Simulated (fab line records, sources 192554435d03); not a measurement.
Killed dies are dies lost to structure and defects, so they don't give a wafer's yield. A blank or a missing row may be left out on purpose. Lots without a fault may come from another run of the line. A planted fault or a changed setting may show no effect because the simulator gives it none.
Which tool did it? | flow n5_finfet | 11 lots, 33 wafers sampled, at 5 steps of a route of 1938

WHAT THE GAUGES READ, wafer by wafer
N5_WELL_APT_CD_MEAS_08: target cd 200 nm. Usual: cd_nm 200.4 nm, standard deviation 1.4.
lot  | measured    | on        | cd_nm (nm)        | flag
L499 | day 1 13:35 | cd_sem-01 | 198.1 198.4 198.4 |
L502 | day 2 07:34 | cd_sem-01 | 201.7 199.5 199.7 |
L503 | day 2 13:35 | cd_sem-02 | 203.1 200.0 201.1 |
L504 | day 2 19:40 | cd_sem-03 | 199.3 198.8 198.2 |
L505 | day 3 01:34 | cd_sem-01 | 200.4 200.3 199.0 |
L506 | day 3 07:36 | cd_sem-01 | 202.2 200.2 199.9 |
L507 | day 3 13:52 | cd_sem-02 | 200.6 200.1 202.0 |
L509 | day 4 01:51 | cd_sem-03 | 200.9 199.9 201.1 |
L512 | day 4 19:50 | cd_sem-02 | 199.8 199.5 199.1 |
L521 | day 7 01:34 | cd_sem-02 | 199.6 200.6 202.7 |
L522 | day 7 07:52 | cd_sem-02 | 201.8 201.9 201.0 |

N5_WELL_APT_OVL_MEAS_09. Usual: NWELL_OVL -3 nm, standard deviation 4.8.
lot  | measured    | on         | NWELL_OVL (nm) | flag
L499 | day 1 13:37 | overlay-02 | -1 -12 -8      |
L502 | day 2 07:35 | overlay-01 | 5 -1 -1        |
L503 | day 2 13:37 | overlay-02 | -8 0 -10       |
L504 | day 2 19:42 | overlay-02 | -2 7 -4        |
L505 | day 3 01:36 | overlay-02 | -1 1 4         |
L506 | day 3 07:38 | overlay-02 | 4 -1 -4        |
L507 | day 3 13:55 | overlay-01 | -4 -3 -5       |
L509 | day 4 01:53 | overlay-02 | -9 -5 -9       |
L512 | day 4 19:52 | overlay-01 | 0 3 0          |
L521 | day 7 01:35 | overlay-01 | -7 2 -2        |
L522 | day 7 07:53 | overlay-02 | -1 -4 3        |

N5_BEOL_M4_RC_MEAS_101. Usual: CJ_P 5.84, standard deviation 0.18; DIBL_N 36.3 mV/V, standard deviation 1.7; DIBL_P 36.5 mV/V, standard deviation 1.8; IOFF_N 0.16 nA/um, standard deviation 0.033; IOFF_P 0.21 nA/um, standard deviation 0.037; ION_N 675 uA/um, standard deviation 11; ION_P 462 uA/um, standard deviation 7.9; SS_N 71.6 mV/dec, standard deviation 0.64; SS_P 73.3 mV/dec, standard deviation 0.68; VT_N 249 mV, standard deviation 3.3; VT_P -250 mV, standard deviation 3.3.
lot  | measured     | on        | CJ_P           | DIBL_N (mV/V)  | DIBL_P (mV/V)  | IOFF_N (nA/um) | IOFF_P (nA/um) | ION_N (uA/um) | ION_P (uA/um) | SS_N (mV/dec)  | SS_P (mV/dec)  | VT_N (mV)   | VT_P (mV)      | flag
L499 | day 7 15:28  | prober-01 | 6.02 5.59 6.10 | 35.4 35.3 34.9 | 36.0 36.6 36.1 | 0.14 0.15 0.15 | 0.19 0.20 0.19 | 666 684 678   | 457 469 466   | 71.4 71.6 71.6 | 73.2 73.9 73.7 | 253 249 253 | -255 -252 -252 |
L502 | day 8 13:29  | prober-01 | 5.99 5.73 6.05 | 35.7 33.6 36.1 | 36.1 33.4 36.5 | 0.15 0.11 0.14 | 0.18 0.14 0.18 | 682 681 677   | 467 462 463   | 71.0 71.0 71.5 | 73.3 72.8 73.3 | 251 255 253 | -251 -257 -253 |
L503 | day 8 14:43  | prober-01 | 5.39 5.84 5.55 | 36.4 38.2 37.6 | 35.8 38.6 37.2 | 0.15 0.19 0.16 | 0.22 0.26 0.24 | 672 682 671   | 463 470 466   | 72.0 71.9 72.3 | 72.9 74.6 74.0 | 249 245 250 | -248 -246 -245 |
L504 | day 8 14:51  | prober-02 | 5.76 5.42 5.87 | 37.3 33.8 35.5 | 37.5 33.5 36.1 | 0.18 0.12 0.15 | 0.23 0.17 0.21 | 680 677 683   | 470 471 476   | 71.2 70.7 72.1 | 72.8 71.7 72.8 | 247 255 250 | -250 -253 -250 |
L505 | day 9 10:17  | prober-01 | 5.48 5.72 5.84 | 37.3 36.6 37.0 | 38.4 36.7 37.8 | 0.18 0.17 0.17 | 0.24 0.22 0.24 | 680 688 676   | 466 459 465   | 72.3 71.7 72.3 | 72.8 72.8 73.0 | 247 250 249 | -251 -253 -248 |
L506 | day 9 06:10  | prober-02 | 6.01 5.67 5.96 | 33.1 34.9 33.9 | 32.8 33.6 33.6 | 0.11 0.12 0.11 | 0.17 0.18 0.18 | 665 656 668   | 462 455 461   | 70.6 70.5 70.7 | 72.3 71.4 71.8 | 255 253 255 | -253 -250 -251 |
L507 | day 9 15:35  | prober-02 | 5.57 5.87 5.90 | 37.4 35.1 32.3 | 38.4 34.8 33.3 | 0.18 0.14 0.11 | 0.24 0.18 0.16 | 660 658 657   | 460 445 457   | 72.2 71.9 70.5 | 73.5 72.8 72.1 | 251 254 255 | -247 -251 -254 |
L509 | day 10 07:21 | prober-01 | 6.04 5.78 6.04 | 34.9 35.6 33.3 | 35.2 36.8 33.1 | 0.15 0.16 0.12 | 0.22 0.23 0.19 | 679 675 690   | 467 467 479   | 71.0 71.6 70.1 | 73.7 74.1 72.8 | 249 249 254 | -250 -248 -249 |
L512 | day 11 10:59 | prober-02 | 6.08 6.02 6.05 | 38.8 36.4 38.9 | 39.3 34.7 38.0 | 0.21 0.15 0.21 | 0.25 0.17 0.22 | 672 665 676   | 458 448 453   | 71.6 71.3 72.8 | 74.9 72.5 74.5 | 245 253 248 | -249 -253 -250 |
L521 | day 13 10:11 | prober-02 | 7.16 6.93 7.19 | 36.2 37.3 37.5 | 35.0 36.2 36.8 | 0.14 0.16 0.16 | 0.17 0.18 0.20 | 662 677 673   | 446 457 457   | 71.2 72.1 71.5 | 73.7 73.9 74.2 | 253 249 247 | -251 -254 -253 | OFF
L522 | day 13 10:06 | prober-01 | 6.55 6.90 6.81 | 33.2 36.3 36.8 | 33.6 37.6 38.5 | 0.12 0.18 0.19 | 0.15 0.21 0.22 | 669 678 677   | 451 460 457   | 71.2 71.9 72.1 | 72.4 74.4 74.3 | 252 248 246 | -257 -250 -253 | OFF

WHICH TOOL RAN EACH LOT (tool, then ch and the chambers of the sampled wafers, then the start)
lot  | N5_WELL_APT_IMPLANT_15         | N5_WELL_APT_EPI_41
L499 | implanter-02 ch 0, day 1 13:59 | epi_rpcvd-03 ch 0, day 1 15:55
L502 | implanter-01 ch 0, day 2 08:28 | epi_rpcvd-01 ch 0, day 2 10:43
L503 | implanter-01 ch 0, day 2 13:57 | epi_rpcvd-03 ch 0, day 2 15:53
L504 | implanter-02 ch 0, day 2 20:02 | epi_rpcvd-04 ch 0, day 2 21:56
L505 | implanter-02 ch 0, day 3 02:21 | epi_rpcvd-01 ch 0, day 3 04:22
L506 | implanter-02 ch 0, day 3 07:59 | epi_rpcvd-01 ch 0, day 3 10:00
L507 | implanter-02 ch 0, day 3 14:15 | epi_rpcvd-01 ch 0, day 3 16:05
L509 | implanter-01 ch 0, day 4 02:15 | epi_rpcvd-01 ch 0, day 4 04:19
L512 | implanter-02 ch 0, day 4 20:12 | epi_rpcvd-01 ch 0, day 4 22:02
L521 | implanter-01 ch 0, day 7 02:26 | epi_rpcvd-04 ch 0, day 7 04:17
L522 | implanter-01 ch 0, day 7 08:14 | epi_rpcvd-03 ch 0, day 7 10:06
- N5_WELL_APT_IMPLANT_15
- N5_WELL_APT_EPI_41: deposits Si from SiH4/H2, target thk 50 nm, time 297.7 s.

WHAT THE TOOLS THEMSELVES READ (means of the sampled wafers that have a number; where no wafer has one, the mark that the record gives instead)
N5_WELL_APT_IMPLANT_15. Usual: dose_ions_cm2 1.5001e+13, standard deviation 1.4e+10; faraday_current_uA 191, standard deviation 3.8.
lot  | tool         | dose_ions_cm2 | faraday_current_uA | flag
L499 | implanter-02 | 1.5017e+13    | 188                |
L502 | implanter-01 | 1.4993e+13    | 194                |
L503 | implanter-01 | 1.5009e+13    | 186                |
L504 | implanter-02 | 1.4999e+13    | 192                |
L505 | implanter-02 | 1.4995e+13    | 187                |
L506 | implanter-02 | 1.5007e+13    | 188                |
L507 | implanter-02 | 1.5001e+13    | 189                |
L509 | implanter-01 | 1.4983e+13    | 192                |
L512 | implanter-02 | 1.5013e+13    | 192                |
L521 | implanter-01 | 2.1529e+13    | 270                | OFF
L522 | implanter-01 | 2.1512e+13    | 276                | OFF

N5_WELL_APT_EPI_41. Usual: lamp_inner_pct 16.7 %, standard deviation 1.6; throttle_valve_pct 11.32 %, standard deviation 0.17.
lot  | tool         | lamp_inner_pct (%) | throttle_valve_pct (%) | flag
L499 | epi_rpcvd-03 | 17.4               | 11.48                  |
L502 | epi_rpcvd-01 | 18.2               | 11.32                  |
L503 | epi_rpcvd-03 | 17.4               | 11.24                  |
L504 | epi_rpcvd-04 | 14.2               | 11.15                  |
L505 | epi_rpcvd-01 | 18.1               | 11.32                  |
L506 | epi_rpcvd-01 | 18.0               | 11.29                  |
L507 | epi_rpcvd-01 | 18.2               | 11.42                  |
L509 | epi_rpcvd-01 | 18.3               | 11.23                  |
L512 | epi_rpcvd-01 | 18.1               | 11.39                  |
L521 | epi_rpcvd-04 | 14.3               | 11.03                  |
L522 | epi_rpcvd-03 | 17.4               | 11.58                  |

THE ANSWER, worked out from the rows above alone
Rule: a lot is off if the mean of its wafers that have a number lies more than 3 standard deviations from the usual mean. A lot without any number at a reading at which 4 lots or more have one is off too. The other lots that the step has rows for count as sound. The gauges are gone through in route order, then the tools' own readings, and for those a lot's mean is taken as printed above. The first step at which some lot is off is used, and at that step the reading that is off furthest; a lot without a number counts as furthest.
Off: L521, L522, at N5_BEOL_M4_RC_MEAS_101 (CJ_P).
A tool fits if, at a process step before that reading, it ran every lot that is off, and no sound lot after the first of them. The gauges at N5_BEOL_M4_RC_MEAS_101 aren't tried: what is off there is off at N5_WELL_APT_IMPLANT_15 too, on other tools, and a gauge's error can't cause that. One fits: implanter-01 at N5_WELL_APT_IMPLANT_15. Its last sound lot is L509 (day 4 02:15), its first lot that is off L521 (day 7 02:26): a fault that began between those two fits.
The tool's own readings at N5_WELL_APT_IMPLANT_15 bear it out: on the lots that are off they differ by more than 5 times the standard deviation of the sound lots' means. dose_ions_cm2 reads 2.1520e+13 there against 1.5002e+13 on the sound lots; faraday_current_uA reads 273 there against 190 on the sound lots.

WHAT THE SIMULATOR HAD PUT IN
Process parameter drift: implanter-01, from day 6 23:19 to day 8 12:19, at N5_WELL_APT_IMPLANT_15. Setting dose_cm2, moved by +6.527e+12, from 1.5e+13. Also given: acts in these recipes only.
Lots struck among those shown: L521, L522. The rule above found the same.
